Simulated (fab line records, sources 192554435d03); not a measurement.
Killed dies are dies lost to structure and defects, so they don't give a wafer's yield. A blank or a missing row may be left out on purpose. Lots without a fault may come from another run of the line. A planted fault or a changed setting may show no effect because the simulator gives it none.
Matching of chambers    flow n5_finfet    3 sister chambers for N5_BEOL_M6_CURE_75 on uv_cure-03
The step cures SiCOH lowk, time 120 s. 6 wafers are shown with their chamber, then 6 later ones without.

== WAFERS PAIRED WITH THEIR CHAMBERS ==
wafer   chamber  wafer_temp_C_max  lamp_power_pct (%)
L629.4  2        373.3             52.32
L629.6  2        372.6             52.24
L636.4  1        372.3             52.37
L636.6  1        372.0             52.30
L639.5  0        371.8             52.25
L639.6  0        371.2             52.30

== WAFERS WITH NO CHAMBER GIVEN ==
wafer   wafer_temp_C_max  lamp_power_pct (%)
L642.2  371.5             52.33
L642.3  371.2             52.26
L642.4  371.5             52.33
L643.2  372.7             52.33
L643.3  372.4             52.33
L643.6  373.5             52.41

== THE CHAMBER EACH PASSED THROUGH ==
wafer   from the rows above           in truth
L642.2  can't be placed: 0 or 1       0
L642.3  0                             0
L642.4  can't be placed: 0 or 1       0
L643.2  can't be placed: 2 or 1       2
L643.3  can't be placed: 1 or 2 or 0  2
L643.6  can't be placed: 2 or 1       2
Correct placement for 1 of the 6. Cannot be placed on the basis of these rows: 5; the candidates contain the true chamber in 5. 0 placed wrongly.
How it was worked out, from the rows above alone: a wafer's distance from a chamber is the root of the sum, over the readings, of the square of ((its reading less the chamber's mean) divided by the reading's scatter). If the next closest chamber is less than 2 further off than the closest, the wafer can't be placed; otherwise it belongs to the closest. For every chamber, the mean is computed from those of its wafers that are shown. How the scatter is found: for the shown wafers, subtract from each reading the mean of its chamber, square and add these, divide the total by (wafers less chambers), then take the root.
